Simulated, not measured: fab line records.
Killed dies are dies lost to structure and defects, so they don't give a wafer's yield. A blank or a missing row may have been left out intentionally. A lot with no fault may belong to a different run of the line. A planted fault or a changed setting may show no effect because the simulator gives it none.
Split-lot experiment	flow n5-finfet	7 lots, 39 wafers read, on a route of 1938 steps

== ON THE SPLIT ==
At N5_MOL_CONTACT_COAG_IMPLANT_129, the setting energy-kev was moved away from the recipe's 3 on 15 of the 39 wafers read, by -31.8% to +23.5%. This setting was run at the recipe's value on the other wafers.

The reading is taken at the split's own step.

== THE READING ==
The simulator's own value implant.drp-nm, read by no gauge, in nm at N5_MOL_CONTACT_COAG_IMPLANT_129. The file gives no usual value for it.

wafer	tool, chamber at the split	energy-kev as run	against the recipe	implant.drp-nm, nm	against lot-mates on the recipe
L076.1	implanter-02, 0	3	recipe	2.134	-
L076.2	implanter-02, 0	3	recipe	2.134	-
L076.3	implanter-02, 0	3	recipe	2.134	-
L076.4	implanter-02, 0	3	recipe	2.134	-
L076.5	implanter-02, 0	3	recipe	2.134	-
L076.6	implanter-02, 0	3	recipe	2.134	-
L078.1	implanter-01, 0	2.481	-17.3%	1.897	-0.237
L078.3	implanter-01, 0	2.481	-17.3%	1.897	-0.237
L078.6	implanter-01, 0	2.481	-17.3%	1.897	-0.237
L078.2	implanter-01, 0	3	recipe	2.134	-
L078.4	implanter-01, 0	3	recipe	2.134	-
L078.5	implanter-01, 0	3	recipe	2.134	-
L086.1	implanter-02, 0	3	recipe	2.134	-
L086.2	implanter-02, 0	3	recipe	2.134	-
L086.3	implanter-02, 0	3	recipe	2.134	-
L086.4	implanter-02, 0	2.435	-18.8%	1.876	-0.258
L086.5	implanter-02, 0	2.435	-18.8%	1.876	-0.258
L086.6	implanter-02, 0	2.435	-18.8%	1.876	-0.258
L089.1	implanter-01, 0	2.081	-30.6%	1.704	-0.430
L089.3	implanter-01, 0	2.081	-30.6%	1.704	-0.430
L089.6	implanter-01, 0	2.081	-30.6%	1.704	-0.430
L089.2	implanter-01, 0	3	recipe	2.134	-
L089.4	implanter-01, 0	3	recipe	2.134	-
L089.5	implanter-01, 0	3	recipe	2.134	-
L092.1	implanter-01, 0	2.046	-31.8%	1.686	-0.448
L092.2	implanter-01, 0	2.046	-31.8%	1.686	-0.448
L092.4	implanter-01, 0	2.046	-31.8%	1.686	-0.448
L092.3	implanter-01, 0	3	recipe	2.134	-
L092.5	implanter-01, 0	3	recipe	2.134	-
L092.6	implanter-01, 0	3	recipe	2.134	-
L095.2	implanter-01, 0	3	recipe	2.134	-
L095.4	implanter-01, 0	3	recipe	2.134	-
L095.5	implanter-01, 0	3	recipe	2.134	-
L097.1	implanter-01, 0	3.706	+23.5%	2.433	+0.299
L097.3	implanter-01, 0	3.706	+23.5%	2.433	+0.299
L097.5	implanter-01, 0	3.706	+23.5%	2.433	+0.299
L097.2	implanter-01, 0	3	recipe	2.134	-
L097.4	implanter-01, 0	3	recipe	2.134	-
L097.6	implanter-01, 0	3	recipe	2.134	-

FIT RESULTS
A straight line over all 39 wafers: implant.drp-nm changes by +0.0137 nm for each +1% of energy-kev; r = +1.00; the points scatter about the line by 0.0072 nm.
The same after taking each lot's own level away (the mean of its wafers on the recipe; 39 wafers): +0.0137 nm for each +1%; r = +1.00; scatter 0.0072 nm.
Per that fit: largest energy-kev move, reading shift of 0.43 nm.
The lots' own levels span 2.1340 to 2.1340 nm.
So the lot-to-lot level changes the slope little: the two slopes agree.
Check: for one of the wafers moved furthest among these (-31.8%), held out of the fit, the line's prediction against its lot-mates is -0.437 nm. Against them it came out at -0.448 nm.

== OTHER SPLITS ON THESE WAFERS ==
These wafers also went through other splits before the reading. Each is held against what the fit with the lots' levels taken away leaves over:
other split on the same wafers	wafers away from the commonest value	r with implant.drp-nm (lot level and that fit taken away)
N5_FIN_SAQP_ETCH_52 source-w	15	+0.00
N5_SD_EPI_P_EPI_21 temp-c	15	+0.03
N5_GATE_CUT_ETCH_58 time-s	12	+0.44

== THE WHOLE CHAIN: every reading that the file lists as answering this split, in the file's order ==
step	what it does	reading	change (the file's fit)	r (the file's)
N5_MOL_CONTACT_COAG_IMPLANT_129		implant.rp-nm (the simulator's own value, which no gauge read)	+0.0356 nm for each +1% of the setting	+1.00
N5_MOL_CONTACT_COAG_IMPLANT_129		implant.drp-nm (the simulator's own value, which no gauge read)	+0.0138 nm for each +1% of the setting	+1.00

== THE FILE'S OWN FIT ==
implant.drp-nm changes by +0.0138 nm for each +1% of energy-kev, r = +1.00.
